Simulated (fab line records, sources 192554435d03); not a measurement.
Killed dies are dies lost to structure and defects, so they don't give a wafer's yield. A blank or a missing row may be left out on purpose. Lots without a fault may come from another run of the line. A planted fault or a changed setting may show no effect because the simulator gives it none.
fab line records | flow n5_finfet
record lots=5 wafers=14 last_day=17
route steps=1938 shown GATE_CUT@499 BEOL_M4@1111 PASSIVATION@1936
lots that met no fault: from a run of the same line without faults
start_h: hours from the record's first day to the start of the lot's first wafer shown | wait_h: hours since the lot's step before | " the same as in the row above | L1.1+2: a row that stands for several wafers | - no value, or no start given | * or withheld: withheld | < > ~ a bound
route shown NAME@n: a module of which the file shows steps, and the number in the route of the first | usual: mean/standard deviation of fault-free wafers | same: alike in all rows | chamber/n: place in a boat | sites: the reading at each site | _std_site: their standard deviation | _edge_site: outer sites' mean less inner sites' | radius_mm: how far each site lies from the wafer's centre | mask NAME#n: copy n | behind: the tool/chamber that last shaped the wafer | hold: why the lot was held/for how many hours/how that ended | device: the transistor (n, p or np) that didn't switch | end of line: the same wafers' tests at the end of the route | a step without rows: its recipe alone | killed: dies lost to structure and defects at the first sort, not the wafer's yield | map: a wafer's dies, x killed, . not, _ none there
set.NAME: the setting as run; set.NAME@STEP: as run at that earlier step | model.NAME: the simulator's own value behind a step, which no gauge read
lots at some steps of the route; a table a step, a row a wafer
services: from which hour (start_h, from the record's first day; less than 0 if before it) a tool's chamber was out of use, for how many hours, and why
## steps
# step N5_GATE_CUT_ETCH_19
# recipe chemistry=CH3F/O2 target=SiNx mask_material=SiO2 target_depth_a=537 time_s=76.7 pressure_mtorr=30 source_w=395 bias_w=73 Ar_flow_sccm=150 CH3F_flow_sccm=30 O2_flow_sccm=20 ion_energy_ev=120 ends=cleared
# step N5_GATE_CUT_CUT_ETCH_53
# recipe chemistry=SF6/Cl2 target=W mask_material=SiO2 target_depth_a=792 pressure_mtorr=8 icp_w=900 bias_w=80 SF6_flow_sccm=40 Cl2_flow_sccm=60 ends=cleared
# usual drypump_motor_current_A=5.7/0.34 etch_rf_on_time_s=26.9/1 oes_product_au=0.66/0.15 throttle_valve_pct=28.90/0.28
# columns lot.wafer tool chamber start_h wait_h drypump_motor_current_A etch_rf_on_time_s oes_product_au rf_hours_counter_h throttle_valve_pct
L630.2 rie_metal-02 0 95.24 0.1 5.2 28.1 0.52 136 28.69
L630.3 " 0 " " 5.2 28.3 0.51 - 28.68
L630.5 " 1 " " 6.3 25.9 0.53 - 28.80
L636.2 rie_metal-02 0 132.40 0.1 5.2 28.5 0.51 - 28.70
L636.3 " 0 " " 5.2 28.2 0.51 - 28.69
L636.4 " 0 " " 5.2 28.4 0.50 - 28.71
L644.2 rie_metal-01 1 179.24 0.1 5.7 25.7 0.80 15 28.91
L644.3 " 1 " " 5.7 25.9 0.79 - 28.90
L644.4 " 0 " " 6.0 27.4 0.54 - 28.43
L645.3 rie_metal-02 1 189.36 0.1 6.3 25.5 0.84 - 28.88
L645.4 " 0 " " 5.2 27.6 0.81 - 28.80
L649.1 rie_metal-03 1 215.96 0.1 5.7 24.8 0.92 1 28.90
L649.2 " 0 " " 5.6 27.4 0.59 87 29.32
L649.5 " 0 " " 5.6 27.2 0.59 - 29.34
# step N5_GATE_CUT_CUT_ETCH_54
# recipe chemistry=Cl2/BCl3 target=TiN mask_material=SiO2 target_depth_a=967 pressure_mtorr=10 icp_w=1000 bias_w=126 Cl2_flow_sccm=53.25 bcl3_flow_sccm=21.75 Ar_flow_sccm=25 ends=cleared
# usual drypump_motor_current_A=5.7/0.34 etch_rf_on_time_s=37.6/1.4 oes_product_au=0.66/0.15 throttle_valve_pct=22.21/0.17
# columns lot.wafer tool chamber start_h wait_h drypump_motor_current_A etch_rf_on_time_s oes_product_au rf_hours_counter_h throttle_valve_pct
L630.2 rie_metal-02 0 95.30 0.0 5.2 39.7 0.51 136 22.16
L630.3 " 0 " " 5.2 39.4 0.52 - 22.15
L630.5 " 1 " " 6.3 36.5 0.54 - 22.25
L636.2 rie_metal-02 0 132.52 0.1 5.2 40.0 0.51 - 22.18
L636.3 " 0 " " 5.2 39.6 0.50 - 22.17
L636.4 " 0 " " 5.2 39.7 0.51 - 22.19
L644.2 rie_metal-01 1 179.30 0.0 5.7 36.5 0.79 15 22.18
L644.3 " 1 " " 5.7 36.5 0.79 - 22.20
L644.4 " 0 " " 6.0 38.8 0.54 - 21.92
L645.3 rie_metal-02 1 189.42 0.0 6.3 35.8 0.85 - 22.09
L645.4 " 0 " " 5.2 39.1 0.82 - 22.04
L649.1 rie_metal-03 1 216.02 0.0 5.8 35.1 0.91 1 22.16
L649.2 " 0 " " 5.6 38.1 0.59 87 22.42
L649.5 " 0 " " 5.5 38.3 0.59 - 22.44
# step N5_GATE_CUT_CUT_ETCH_55
# recipe chemistry=BCl3 target=HfO2 mask_material=SiO2 target_depth_a=32 ion_energy_ev=30 pressure_mtorr=5 icp_w=450 bias_w=18 bcl3_flow_sccm=80
# usual drypump_motor_current_A=5.7/0.34 oes_product_au=0.75/0.17 throttle_valve_pct=33.0/0.49
# columns lot.wafer tool chamber start_h wait_h drypump_motor_current_A oes_product_au rf_hours_counter_h throttle_valve_pct
L630.2 rie_metal-02 0 95.36 0.0 5.2 0.59 136 32.3
L630.3 " 0 " " 5.2 0.58 - 32.3
L630.5 " 1 " " 6.3 0.59 - 32.5
L636.2 rie_metal-02 0 132.63 0.1 5.2 0.58 - 32.3
L636.3 " 0 " " 5.2 0.58 - 32.3
L636.4 " 0 " " 5.2 0.58 - 32.3
L644.2 rie_metal-01 1 179.36 0.0 5.7 0.89 15 33.5
L644.3 " 1 " " 5.7 0.89 - 33.5
L644.4 " 0 " " 6.1 0.61 - 32.4
L645.3 rie_metal-02 1 189.47 0.0 6.3 0.93 - 32.9
L645.4 " 0 " " 5.2 0.93 - 32.8
L649.1 rie_metal-03 1 216.08 0.0 5.8 1.01 1 33.1
L649.2 " 0 " " 5.6 0.65 87 33.7
L649.5 " 0 " " 5.6 0.65 - 33.7
# step N5_GATE_CUT_ETCH_47
# recipe chemistry=Cl2/BCl3 target=SiO2 target_depth_a=100 pressure_mtorr=10 icp_w=1000 bias_w=126 Cl2_flow_sccm=53.25 bcl3_flow_sccm=21.75 Ar_flow_sccm=25
# usual drypump_motor_current_A=5.7/0.34 oes_product_au=0.75/0.17 throttle_valve_pct=22.72/0.16
# columns lot.wafer tool chamber start_h wait_h drypump_motor_current_A oes_product_au rf_hours_counter_h throttle_valve_pct
L630.2 rie_metal-02 0 95.39 0.0 5.2 0.59 136 22.64
L630.3 " 0 " " 5.2 0.58 - 22.64
L630.5 " 1 " " 6.3 0.59 - 22.76
L636.2 rie_metal-02 0 132.69 0.1 5.2 0.58 - 22.68
L636.3 " 0 " " 5.2 0.58 - 22.67
L636.4 " 0 " " 5.2 0.58 - 22.66
L644.2 rie_metal-01 1 179.39 0.0 5.7 0.90 15 22.74
L644.3 " 1 " " 5.7 0.89 - 22.73
L644.4 " 0 " " 6.0 0.61 - 22.42
L645.3 rie_metal-02 1 189.50 0.0 6.3 0.93 - 22.65
L645.4 " 0 " " 5.2 0.92 - 22.54
L649.1 rie_metal-03 1 216.11 0.0 5.8 1.02 1 22.71
L649.2 " 0 " " 5.6 0.66 87 22.94
L649.5 " 0 " " 5.6 0.66 - 22.95
# step N5_GATE_CUT_VAPOR_ETCH_48
# recipe chemistry=BCl3/Cl2 target=TiN mode=isotropic
# usual drypump_motor_current_A=5.7/0.34 oes_product_au=0.75/0.17
# columns lot.wafer tool chamber start_h wait_h drypump_motor_current_A oes_product_au
L630.2 rie_metal-02 0 95.42 0.0 5.2 0.58
L630.3 " 0 " " 5.2 0.58
L630.5 " 1 " " 6.3 0.60
L636.2 rie_metal-02 0 132.75 0.1 5.2 0.58
L636.3 " 0 " " 5.2 0.57
L636.4 " 0 " " 5.2 0.57
L644.2 rie_metal-01 1 179.42 0.0 5.7 0.90
L644.3 " 1 " " 5.7 0.90
L644.4 " 0 " " 6.0 0.60
L645.3 rie_metal-02 1 189.53 0.0 6.2 0.94
L645.4 " 0 " " 5.2 0.90
L649.1 rie_metal-03 1 216.14 0.0 5.8 1.01
L649.2 " 0 " " 5.6 0.66
L649.5 " 0 " " 5.6 0.65
# step N5_GATE_CUT_VAPOR_ETCH_49
# recipe chemistry=BCl3/Cl2 target=TiAlC mode=isotropic
# step N5_GATE_CUT_VAPOR_ETCH_51
# recipe chemistry=BCl3/Cl2 target=HfO2 mode=isotropic
# step N5_GATE_CUT_STRIP_21
# recipe chemistry=N2/H2 time_s=30 power_w=1000 temp_c=250 pressure_mtorr=withheld n2_flow_sccm=1750 h2_flow_sccm=3250
# step N5_GATE_CUT_STRIP_29
# recipe chemistry=post_etch_residue_remover time_s=60 temp_c=25 remover_ph=withheld remover_water_wt_pct=withheld remover_fluoride_wt_pct=withheld
# step N5_GATE_CUT_SRD_52
# recipe dry=ipa_marangoni time_s=30 temp_c=23 rinse_liquid=diw
# step N5_GATE_CUT_ALD_22
# recipe material=SiNx target_thk_a=160 temp_c=400 ald_precursor_family=SiH2I2 ald_co_reactant=N2/H2-plasma pulse_time_s=1 ald_cycles=320 purge_time_s=2 co_reactant_purge_time_s=2 pressure_torr=2
# step N5_GATE_CUT_CMP_23
# recipe stop_on=SiO2 t_overpolish_s=23.4 post_cmp_clean=alkaline_brush down_force_psi=2.5 platen_rpm=51.8 pad_velocity_m_s=1.0307 target_thk_nm=16
# usual head_pressure_psi=2.500/0.0054 motor_current_A=9.1/0.96 overpolish_run_s=23.400/0.0094 time_to_endpoint_s=18.8/2.7
# same t_overpolish_s=23.4
# columns lot.wafer tool chamber start_h wait_h head_pressure_psi motor_current_A overpolish_run_s time_to_endpoint_s
L630.3 cmp-03 3 97.29 0.9 2.498 7.9 23.380 18.9
L630.2 " 0 " " 2.506 9.2 23.404 17.6
L630.5 " 1 " " 2.490 9.7 23.394 13.4
L636.3 cmp-04 1 134.73 0.8 2.120 7.2 23.404 26.2
L636.4 " 2 " " 2.492 10.0 23.411 17.9
L636.2 " 3 " " 2.499 9.0 23.407 20.4
L644.2 cmp-02 2 181.25 0.8 2.488 9.7 23.398 18.5
L644.4 " 3 " " 2.501 9.6 23.409 22.9
L644.3 " 0 " " 2.498 9.5 23.397 16.6
L645.3 cmp-02 0 192.00 0.8 2.498 9.6 23.394 15.0
L645.4 " 1 " " 2.498 10.7 23.406 17.5
L649.1 cmp-04 3 218.37 0.8 2.499 9.2 23.401 17.6
L649.2 " 0 " " 2.506 7.7 23.397 19.5
L649.5 " 2 " " 2.505 10.3 23.399 19.7
# step N5_GATE_CUT_THK_MEAS_24
# recipe reads=SiO2_of_GATE_CUT_HM_DEP_46+SiO2_flowable_of_ILD0_FCVD_FILL_01
# usual GC_FILL_THK=219.2/2.3
# columns lot.wafer tool chamber start_h wait_h GC_FILL_THK[nm]
L630.2 film_metro-02 - 97.51 - 216.7
L630.3 " - " " 216.8
L630.5 " - " " 219.1
L636.2 film_metro-01 - 134.99 - 221.2
L636.3 " - " " 219.4
L636.4 " - " " 218.5
L644.2 film_metro-01 - 181.50 - 219.3
L644.3 " - " " 218.7
L644.4 " - " " 218.7
L645.3 film_metro-01 - 192.22 - 215.5
L645.4 " - " " 221.0
L649.1 film_metro-02 - 218.62 - 218.2
L649.2 " - " " 220.5
L649.5 " - " " 221.1
# step N5_BEOL_M4_RC_MEAS_101
# usual DIBL_N=36.6/2.3 DIBL_P=36.3/2.8 IOFF_N=0.17/0.047 IOFF_P=0.22/0.048 ION_N=676/14 ION_P=463/9.4 SS_N=71.6/0.84 SS_P=73.4/0.85 VT_N=249/3.7 VT_P=-249/3.6
# columns lot.wafer tool chamber start_h wait_h DIBL_N[mV/V] DIBL_P[mV/V] IOFF_N[nA/um] IOFF_P[nA/um] ION_N[uA/um] ION_P[uA/um] SS_N[mV/dec] SS_P[mV/dec] VT_N[mV] VT_P[mV]
L630.2 prober-02 0 172.49 0.2 36.1 34.5 0.15 0.21 668 467 70.9 72.7 247 -249
L630.3 " 0 " " 38.6 37.4 0.20 0.26 690 468 72.1 73.5 247 -247
L630.5 " 0 " " 37.3 35.8 0.18 0.24 698 480 70.9 73.5 245 -243
L636.2 prober-02 0 214.70 0.2 37.0 37.2 0.17 0.19 678 459 72.2 73.2 250 -254
L636.3 " 0 " " 37.4 35.3 0.18 0.17 655 442 72.9 73.4 250 -254
L636.4 " 0 " " 33.6 31.3 0.11 0.13 637 441 70.7 72.1 257 -260
L644.2 prober-01 0 256.45 0.2 34.3 34.3 0.13 0.18 665 457 70.6 73.0 250 -250
L644.3 " 0 " " 33.8 32.4 0.12 0.16 669 463 71.2 72.7 255 -253
L644.4 " 0 " " 33.8 33.4 0.12 0.17 647 445 71.3 72.8 256 -252
L645.3 prober-02 0 265.92 0.3 42.0 40.8 0.31 0.32 677 463 74.7 75.0 246 -241
L645.4 " 0 " " 38.5 39.3 0.22 0.29 693 476 72.6 74.6 245 -243
L649.1 prober-02 0 290.97 0.0 33.1 33.5 0.11 0.18 662 462 70.5 73.1 253 -252
L649.2 " 0 " " 32.9 32.5 0.11 0.16 656 459 71.0 73.2 250 -252
L649.5 " 0 " " 36.1 36.9 0.16 0.25 682 471 72.2 73.9 249 -249
# step N5_PASSIVATION_PROBE_49
# usual defect_limited_yield=91.5/1.5 killed_at_M0_to_M3=33/9.9 killed_at_M4_up=14/5.2 killed_at_contacts=11/5.2 killed_at_front_end=38/10 killed_at_other=4/3.5 killed_dies=100/18 killed_open=66/14 killed_short=32/6.9 sort_bin_4_leakage=0.00/0.027 sort_bin_5_function=5.0/1 sort_bin_6_memory=3.1/0.69 sort_bin_8_speed=0.03/0.26 sort_n_pass=1080/18 sort_yield_pct=91.5/1.5
# same gross_dies=1180 killed_at_back_side=0
# columns lot.wafer tool chamber start_h wait_h defect_limited_yield[%] killed_at_M0_to_M3 killed_at_M4_up killed_at_contacts killed_at_front_end killed_at_other killed_dies killed_open killed_short sort_bin_4_leakage[%] sort_bin_5_function[%] sort_bin_6_memory[%] sort_bin_8_speed[%] sort_n_pass sort_yield_pct[%]
L644.2 prober-01 - 365.27 0.1 91.9 26 4 22 42 2 96 66 29 0 5.3 2.7 0 1084 91.9
L644.3 prober-01 - 365.32 0.1 91.7 19 9 15 49 6 98 64 32 0 5.0 3.1 0 1082 91.7
L644.4 prober-01 - 365.37 0.2 93.9 16 16 8 29 3 72 47 23 0 4.0 2.1 0 1108 93.9
# killed by level:class
L644.2 MOL_CONTACT_COAG:geometric_particle:open=18 STI_FIN_REVEAL:geometric_particle:open=12 ILD0:geometric_particle:short=6 BEOL_M0:geometric_particle:open=6 BEOL_M1:geometric_particle:open=6 FIN_SAQP:geometric_particle:open=5 DUMMY_GATE:geometric_particle:open=4 MOL_CONTACT_COAG:geometric_particle:short=4
L644.3 MOL_CONTACT_COAG:geometric_particle:open=14 STI_FIN_REVEAL:geometric_particle:open=10 FIN_SAQP:geometric_particle:short=6 GATE_CUT:geometric_particle:short=6 BEOL_M1:geometric_particle:open=5 BEOL_M3:geometric_particle:open=5 STARTING-WAFER:geometric_particle:open=5 STI_FIN_REVEAL:geometric_particle:short=4
L644.4 MOL_CONTACT_COAG:geometric_particle:open=6 DUMMY_GATE:geometric_particle:open=5 STI_FIN_REVEAL:geometric_particle:open=4 ILD0:geometric_particle:open=4 BEOL_M0_SAQP:geometric_particle:open=4 BEOL_M4:geometric_particle:short=4 BEOL_M5:geometric_particle:open=4 FIN_SAQP:geometric_particle:open=3
## services
# columns tool chamber start_h hours kind
cmp-02 - 74.74 2.3 repair
rie_metal-02 1 77.23 3.7 repair
cmp-04 - 94.09 4.1 repair
cmp-02 - 113.66 4.0 pm
rie_metal-02 1 119.05 - clean
rie_metal-02 1 119.05 22.2 scheduled_down
rie_metal-02 1 119.05 22.2 vent_cycle
rie_metal-03 - 123.19 0.5 repair
rie_metal-01 0 128.57 5.6 repair
cmp-03 - 134.55 0.3 repair
cmp-02 - 134.88 1.3 repair
cmp-03 - 139.44 2.7 repair
rie_metal-02 0 141.21 - clean
rie_metal-02 0 141.21 17.6 scheduled_down
rie_metal-02 0 141.21 17.6 vent_cycle
rie_metal-01 - 142.72 0.2 repair
cmp-04 - 143.20 1.9 repair
cmp-04 - 154.83 6.4 pm
rie_metal-03 - 173.95 1.4 pm
rie_metal-03 1 182.50 - clean
cmp-03 - 182.72 0.4 repair
rie_metal-02 0 207.50 13.4 repair
rie_metal-01 0 208.78 - clean
cmp-04 - 213.83 0.9 repair
## key
first_sign step=N5_GATE_CUT_CMP_23 reading=head_pressure_psi direction=down sigmas=71 usual=2.500 struck=2.120
effect none on later readings
met_at N5_GATE_CUT_CMP_23
struck_wafers L636.3
fault kind=process_parameter_drift tool=cmp-04 chamber=1 onset_h=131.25 steps=N5_GATE_CUT_CMP_23 channel=down_force_psi offset=-0.39068 shape=step end_h=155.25 acts_in=these_recipes_only stated=2.5
